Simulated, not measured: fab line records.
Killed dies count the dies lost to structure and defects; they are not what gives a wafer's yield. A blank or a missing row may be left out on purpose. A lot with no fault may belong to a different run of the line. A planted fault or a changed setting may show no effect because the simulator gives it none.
fab line records / flow nandHarc
record lots=5 wafers=15 lastDay=33
route steps=1302 shown P_STI@107 P_GATE@110 END@1302
lots that met no fault: taken from a fault-free run of the same line
startH: hours from the record's first day to the start of the lot's first wafer shown / waitH: time in hours since the lot's previous step / " repeats the value in the row above / L1.1+2: several wafers, shown together as one row / - no value present, or no start provided / * or withheld: withheld / < > ~ a bound
route shown NAME@n: names a module that has steps shown in the file, with the first one's number in the route / usual: average and standard deviation across the fault-free wafers / same: alike in all rows / chamber/n: place in a boat / sites: the reading at each site / _std_site: standard deviation across them / _edge_site: mean of outer sites minus mean of inner sites / radiusMm: for every site, how far away it sits from the centre of the wafer / mask NAME#n: copy n / behind: the last tool/chamber to shape the wafer / hold: why the lot went on hold/how many hours it stayed there/how the hold came to an end / device: the transistor (n, p or np) that didn't switch / end of line: at the end of the route, the tests of the same wafers / for a step that has no rows: nothing shown but its recipe / killed: dies lost to structure and defects at the first sort, not the wafer's yield / map: per-die view of a wafer (x killed, . not killed, _ where there is no die)
set.NAME: the setting the step ran with; set.NAME@STEP: the setting that earlier step ran with / model.NAME: the simulator's own value behind a step, which no gauge read
certain route steps with their lots: each step a table, each wafer a row
services: the hour from which a tool's chamber was out of use, counted from the record's first day as startH (under 0 if before that day), plus the number of hours and why
## steps
# step NHARC_P_STI_SRD_39
# step NHARC_P_STI_OXIDE_40
# recipe targetThkA=100 tempC=900 oxTimeS=1362 material=SiO2
# step NHARC_P_STI_INSPECT_25
# usual rawDefectCount=215/72
lot.wafer=L344.1 tool=defectInspect-01 chamber=- startH=90.41 waitH=0.4 rawDefectCount=248
lot.wafer=L344.5 tool=defectInspect-01 chamber=- startH=90.41 waitH=0.4 rawDefectCount=142
lot.wafer=L344.6 tool=defectInspect-01 chamber=- startH=90.41 waitH=0.4 rawDefectCount=143
lot.wafer=L348.2 tool=defectInspect-02 chamber=- startH=135.99 waitH=0.4 rawDefectCount=165
lot.wafer=L348.3 tool=defectInspect-02 chamber=- startH=135.99 waitH=0.4 rawDefectCount=141
lot.wafer=L348.5 tool=defectInspect-02 chamber=- startH=135.99 waitH=0.4 rawDefectCount=148
lot.wafer=L354.4 tool=defectInspect-01 chamber=- startH=192.04 waitH=0.4 rawDefectCount=340
lot.wafer=L354.5 tool=defectInspect-01 chamber=- startH=192.04 waitH=0.4 rawDefectCount=287
lot.wafer=L354.6 tool=defectInspect-01 chamber=- startH=192.04 waitH=0.4 rawDefectCount=296
lot.wafer=L359.3 tool=defectInspect-02 chamber=- startH=244.43 waitH=0.4 rawDefectCount=416
lot.wafer=L359.4 tool=defectInspect-02 chamber=- startH=244.43 waitH=0.4 rawDefectCount=137
lot.wafer=L359.6 tool=defectInspect-02 chamber=- startH=244.43 waitH=0.4 rawDefectCount=169
lot.wafer=L364.2 tool=defectInspect-02 chamber=- startH=290.51 waitH=0.4 rawDefectCount=201
lot.wafer=L364.4 tool=defectInspect-02 chamber=- startH=290.51 waitH=0.4 rawDefectCount=157
lot.wafer=L364.5 tool=defectInspect-02 chamber=- startH=290.51 waitH=0.4 rawDefectCount=163
# step NHARC_P_GATE_ETCH_69
# recipe targetDepthA=140 chemistry=dHF material=SiO2
# step NHARC_P_GATE_PRECLEAN_70
# recipe timeS=* tempC=50 bathAgeMin=0 chemistry=SC1
# step NHARC_P_GATE_SRD_01
# step NHARC_P_GATE_OXIDE_02
# recipe targetThkA=375 tempC=950 pH2oTorr=720 oxTimeS=365 material=SiO2
# step NHARC_P_GATE_DEHYDRATE_03
# recipe tempC=150 timeS=120
# step NHARC_P_GATE_HMDS_04
# recipe timeS=30
# step NHARC_P_GATE_COAT_05
# recipe spinRpm=4690
# step NHARC_P_GATE_SOFTBAKE_06
# recipe tempC=122 timeS=95
# step NHARC_P_GATE_EBR_07
# step NHARC_P_GATE_EXPOSE_08
# recipe na=0.6 doseMj=16.75 maskId=P_HV
# usual focusOffsetNm=-0.2/0.64 reticleTempC=23.00/0.11
lot.wafer=L344.1 tool=krfScanner-04 chamber=0 startH=98.74 waitH=- mask=P_HV#0 focusOffsetNm=-1.0 reticleTempC=22.83
lot.wafer=L344.5 tool=krfScanner-04 chamber=0 startH=98.74 waitH=- mask=P_HV#0 focusOffsetNm=-0.7 reticleTempC=22.93
lot.wafer=L344.6 tool=krfScanner-04 chamber=0 startH=98.74 waitH=- mask=P_HV#0 focusOffsetNm=-0.2 reticleTempC=23.06
lot.wafer=L348.2 tool=krfScanner-01 chamber=0 startH=144.42 waitH=- mask=P_HV#0 focusOffsetNm=-0.6 reticleTempC=22.82
lot.wafer=L348.3 tool=krfScanner-01 chamber=0 startH=144.42 waitH=- mask=P_HV#0 focusOffsetNm=-0.3 reticleTempC=22.81
lot.wafer=L348.5 tool=krfScanner-01 chamber=0 startH=144.42 waitH=- mask=P_HV#0 focusOffsetNm=-0.1 reticleTempC=22.61
lot.wafer=L354.4 tool=krfScanner-04 chamber=0 startH=200.65 waitH=- mask=P_PSD#0 focusOffsetNm=-1.2 reticleTempC=23.15
lot.wafer=L354.5 tool=krfScanner-04 chamber=0 startH=200.65 waitH=- mask=P_PSD#0 focusOffsetNm=-0.4 reticleTempC=23.04
lot.wafer=L354.6 tool=krfScanner-04 chamber=0 startH=200.65 waitH=- mask=P_PSD#0 focusOffsetNm=-0.9 reticleTempC=23.01
lot.wafer=L359.3 tool=krfScanner-01 chamber=0 startH=252.57 waitH=- mask=P_HV#0 focusOffsetNm=-1.2 reticleTempC=23.10
lot.wafer=L359.4 tool=krfScanner-01 chamber=0 startH=252.57 waitH=- mask=P_HV#0 focusOffsetNm=-0.5 reticleTempC=23.03
lot.wafer=L359.6 tool=krfScanner-01 chamber=0 startH=252.57 waitH=- mask=P_HV#0 focusOffsetNm=-0.1 reticleTempC=23.12
lot.wafer=L364.2 tool=krfScanner-04 chamber=0 startH=298.91 waitH=- mask=P_HV#0 focusOffsetNm=0.1 reticleTempC=22.93
lot.wafer=L364.4 tool=krfScanner-04 chamber=0 startH=298.91 waitH=- mask=P_HV#0 focusOffsetNm=-0.7 reticleTempC=23.12
lot.wafer=L364.5 tool=krfScanner-04 chamber=0 startH=298.91 waitH=- mask=P_HV#0 focusOffsetNm=0.7 reticleTempC=22.99
# step NHARC_P_GATE_PEB_09
# recipe pebTempC=118 pebTimeS=85
# step NHARC_P_GATE_DEVELOP_10
# recipe timeS=70
# step NHARC_P_GATE_CD_MEAS_11
# recipe targetCdNm=1640 landingEnergyEv=500
# usual cdNm=1639.6/1.3
lot.wafer=L344.1 tool=cdSem-03 chamber=0 startH=98.90 waitH=- cdNm=1638.3
lot.wafer=L344.5 tool=cdSem-03 chamber=0 startH=98.90 waitH=- cdNm=1639.6
lot.wafer=L344.6 tool=cdSem-03 chamber=0 startH=98.90 waitH=- cdNm=1638.7
lot.wafer=L348.2 tool=cdSem-03 chamber=0 startH=144.57 waitH=- cdNm=1641.2
lot.wafer=L348.3 tool=cdSem-03 chamber=0 startH=144.57 waitH=- cdNm=1641.2
lot.wafer=L348.5 tool=cdSem-03 chamber=0 startH=144.57 waitH=- cdNm=1639.4
lot.wafer=L354.4 tool=cdSem-01 chamber=0 startH=200.80 waitH=- cdNm=-
lot.wafer=L354.5 tool=cdSem-01 chamber=0 startH=200.80 waitH=- cdNm=-
lot.wafer=L354.6 tool=cdSem-01 chamber=0 startH=200.80 waitH=- cdNm=-
lot.wafer=L359.3 tool=cdSem-01 chamber=0 startH=252.72 waitH=- cdNm=1637.8
lot.wafer=L359.4 tool=cdSem-01 chamber=0 startH=252.72 waitH=- cdNm=1639.5
lot.wafer=L359.6 tool=cdSem-01 chamber=0 startH=252.72 waitH=- cdNm=1640.5
lot.wafer=L364.2 tool=cdSem-02 chamber=0 startH=299.06 waitH=- cdNm=1636.8
lot.wafer=L364.4 tool=cdSem-02 chamber=0 startH=299.06 waitH=- cdNm=1638.0
lot.wafer=L364.5 tool=cdSem-02 chamber=0 startH=299.06 waitH=- cdNm=1637.5
# step NHARC_P_GATE_HARDBAKE_12
# recipe tempC=125 timeS=80
# step NHARC_END_SORT_01
# recipe tempC=25
# usual killedAtArray=46/15 killedAtOther=0.8/1.1 killedAtPeriphery=4.0/2.9 killedDies=50/15 killedOpen=3.2/1.8 killedShort=2.3/1.6
# same grossDies=677
lot.wafer=L354.4 tool=prober-01 chamber=0 startH=677.66 waitH=3.4 killedAtArray=29 killedAtOther=0 killedAtPeriphery=648 killedDies=677 killedOpen=2 killedShort=2
lot.wafer=L354.5 tool=prober-01 chamber=0 startH=678.46 waitH=3.7 killedAtArray=34 killedAtOther=0 killedAtPeriphery=643 killedDies=677 killedOpen=3 killedShort=0
lot.wafer=L354.6 tool=prober-01 chamber=0 startH=679.25 waitH=4.0 killedAtArray=36 killedAtOther=0 killedAtPeriphery=641 killedDies=677 killedOpen=0 killedShort=1
# killed by level:class
L354.4 P_GATE:areaExpose=646 A_CHANNEL_HOLE_D2:chamberFilmFlake=12 A_CHANNEL_HOLE_D1:chamberFilmFlake=6 A_CONTACT:chamberFilmFlake=4 A_ONON_D2:geometricParticle:short=2 A_WL_FILL:chamberFilmFlake=2 P_GATE:geometricParticle:open=1 A_ONON_D1:geometricParticle:open=1
L354.5 P_GATE:areaExpose=642 A_CHANNEL_HOLE_D2:chamberFilmFlake=11 A_CONTACT:chamberFilmFlake=7 A_BLC:chamberFilmFlake=7 A_CHANNEL_HOLE_D1:chamberFilmFlake=4 A_ONON_D1:geometricParticle:open=1 A_CHANNEL_FILL_D1:geometricParticle:open=1 A_M0:geometricParticle:open=1
L354.6 P_GATE:areaExpose=641 A_CHANNEL_HOLE_D2:chamberFilmFlake=16 A_BLC:chamberFilmFlake=7 A_CHANNEL_HOLE_D1:chamberFilmFlake=5 A_DECK1_JOINT:chamberFilmFlake=2 A_CONTACT:chamberFilmFlake=2 A_DECK1_JOINT:geometricParticle:short=1 A_STAIRCASE:chamberFilmFlake=1
# map L354.4 (x killed, . not)
____________x____________
_________xxxxxxx_________
_______xxxxxxxxxxx_______
______xxxxxxxxxxxxx______
_____xxxxxxxxxxxxxxx_____
____xxxxxxxxxxxxxxxxx____
____xxxxxxxxxxxxxxxxx____
___xxxxxxxxxxxxxxxxxxx___
___xxxxxxxxxxxxxxxxxxx___
__xxxxxxxxxxxxxxxxxxxxx__
__xxxxxxxxxxxxxxxxxxxxx__
_xxxxxxxxxxxxxxxxxxxxxxx_
_xxxxxxxxxxxxxxxxxxxxxxx_
_xxxxxxxxxxxxxxxxxxxxxxx_
_xxxxxxxxxxxxxxxxxxxxxxx_
_xxxxxxxxxxxxxxxxxxxxxxx_
xxxxxxxxxxxxxxxxxxxxxxxxx
xxxxxxxxxxxxxxxxxxxxxxxxx
xxxxxxxxxxxxxxxxxxxxxxxxx
xxxxxxxxxxxxxxxxxxxxxxxxx
xxxxxxxxxxxxxxxxxxxxxxxxx
_xxxxxxxxxxxxxxxxxxxxxxx_
_xxxxxxxxxxxxxxxxxxxxxxx_
_xxxxxxxxxxxxxxxxxxxxxxx_
_xxxxxxxxxxxxxxxxxxxxxxx_
_xxxxxxxxxxxxxxxxxxxxxxx_
__xxxxxxxxxxxxxxxxxxxxx__
__xxxxxxxxxxxxxxxxxxxxx__
___xxxxxxxxxxxxxxxxxxx___
___xxxxxxxxxxxxxxxxxxx___
____xxxxxxxxxxxxxxxxx____
____xxxxxxxxxxxxxxxxx____
_____xxxxxxxxxxxxxxx_____
______xxxxxxxxxxxxx______
_______xxxxxxxxxxx_______
_________xxxxxxx_________
____________x____________
# map L344.6 (x killed, . not)
____________.____________
_________......._________
_______.......x..._______
______.............______
_____..............._____
____................x____
____................x____
___................x..___
___................xxx___
__................x.xxx__
__............x.....xxx__
_..................xxxxx_
_...................x.xx_
_.....................xx_
_...................x.xx_
_.....................x._
..............x..........
.................x......x
.........................
.........................
.........................
_.....................x._
_......................._
_...x.................x._
_....................x.x_
_.....................xx_
__...................x.__
__.x..x.............xx.__
___...................___
___...................___
____.................____
____...............x.____
_____.......x....x.._____
______.............______
_______....x......_______
_________......._________
____________.____________
## services
tool=krfScanner-01 chamber=- startH=140.00 hours=4.0 kind=pm
tool=krfScanner-04 chamber=- startH=155.82 hours=2.3 kind=repair
tool=krfScanner-04 chamber=- startH=182.00 hours=4.0 kind=pm
tool=krfScanner-01 chamber=- startH=209.27 hours=0.7 kind=repair
tool=krfScanner-01 chamber=- startH=213.28 hours=0.4 kind=repair
tool=krfScanner-01 chamber=- startH=221.87 hours=0.4 kind=repair
tool=krfScanner-01 chamber=- startH=237.11 hours=10.7 kind=repair
tool=krfScanner-04 chamber=- startH=244.51 hours=1.6 kind=repair
## key
firstSign step=NHARC_P_GATE_EXPOSE_08 reading=mask direction=changed
effect step=NHARC_P_GATE_CD_MEAS_11 reading=cdNm direction=missing
effect step=NHARC_END_SORT_01 reading=killedAtPeriphery direction=up sigmas=99+ usual=4.0 struck=644
moreKillsBornAt NHARC_P_GATE_EXPOSE_08@krfScanner-04=1929
metAt NHARC_P_GATE_EXPOSE_08
struckWafers L354.4,L354.5,L354.6
laterRowsLeftOut L354.4,L354.5,L354.6
testerLeftOut L354
onsetBetween 98.74 200.65
fault kind=wrongMask tool=any chamber=- onsetH=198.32 steps=NHARC_P_GATE_EXPOSE_08 auxCopy=P_PSD#0 scope=struckLotsOnly
# testerLeftOut: of these lots the tester's yield and bins aren't shown, on N5 and GAA mostly nor the transistor test; their killed dies are dies lost to structure and defects alone, not to doping, threshold or leakage, so they don't give the yield
# laterRowsLeftOut: the simulator's readings of these wafers behind a module that went badly wrong aren't trusted and aren't shown, but for the sort
